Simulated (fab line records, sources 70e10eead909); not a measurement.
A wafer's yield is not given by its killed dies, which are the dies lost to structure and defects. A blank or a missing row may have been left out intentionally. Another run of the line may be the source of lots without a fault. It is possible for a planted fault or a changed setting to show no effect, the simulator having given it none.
Code-filled problem report in 8D (eight disciplines) form || flow nand harc || the parts of the form that need people (team, actions taken, sign-off) are left out

1. WHAT WENT WRONG
heater power total W at NHARC_P_STI_SOFTBAKE_04 reads a mean of 233.6 W on 4 wafers of 2 lots; wafers without a fault read 201.0 W with a standard deviation of 1.4. Measured from the usual mean, that is +23 standard deviations.
The step: time 70 s.
The first sign was on wafer L564.1 at day 5 20:00, on litho track-05. The record holds 18 wafers of 6 lots with a number at this step. Rule for "out" (also "out of limits"): further than 4 standard deviations from the usual mean. The other wafers with a number count as sound.

2. WHAT IT IS AND WHAT IT IS NOT
{"question": "which readings at this step", "is": "heater power total W", "is not": "-"}
{"question": "which lots", "is": "L564, L566", "is not": "L554, L556, L573, L574"}
{"question": "which wafers of those lots", "is": "L564.1, L564.2, L566.1, L566.2", "is not": "L564.3, L566.4"}
{"question": "read on which tools", "is": "litho track-05", "is not": "litho track-02, litho track-07"}
{"question": "when", "is": "from day 5 20:00", "is not": "up to then (7 sound wafers); but 7 sound wafers of L566, L573, L574 came after"}

3. SUSPECTS, AND WHAT RULES EACH OUT
Counting: any tool at a process step up to the reading remains a suspect provided it ran every lot that is out. Sound lots after the first of them don't rule it out here, since some wafers of a struck lot are sound.
- litho track-05 at NHARC_P_STI_SOFTBAKE_04 (time 70 s): kept. Every lot that is out went through it, the first being L564 (day 5 20:00); the last sound lot it ran before that was L554 (day 3 04:00). On those wafers its own readings are out: heater power total W.
The count leaves litho track-05 at NHARC_P_STI_SOFTBAKE_04.

4. THE CAUSE (what the simulator had put in)
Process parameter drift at NHARC_P_STI_SOFTBAKE_04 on litho track-05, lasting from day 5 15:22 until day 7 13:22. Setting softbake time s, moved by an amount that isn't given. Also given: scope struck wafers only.
Counting left only this tool.

5. THE EFFECT CHAIN, in route order
One row per reading whose mean, taken over the struck wafers that have a number, lies over 3 standard deviations from the usual. Readings are gone through only where the record gives a usual standard deviation; hours: the median, over the lots, of the time from a lot's start at the first step in this table giving one to that lot's start at this step; sigmas: the change measured in usual standard deviations.
{"hours": 0, "step": "NHARC_P_STI_SOFTBAKE_04", "reading": "heater power total W", "usual": "201.0 W", "on struck wafers": 233.6, "change": "+32.6", "sigmas": "+23"}
Process steps it contains:
- NHARC_P_STI_SOFTBAKE_04: time 70 s.
Readings that are blank on the struck wafers while sound wafers have them: plate temp C at NHARC_P_STI_SOFTBAKE_04.

6. WHAT WOULD HAVE CAUGHT IT SOONER
In this record the first reading out of limits was taken at day 5 20:00, 5 hours after the fault began at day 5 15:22.
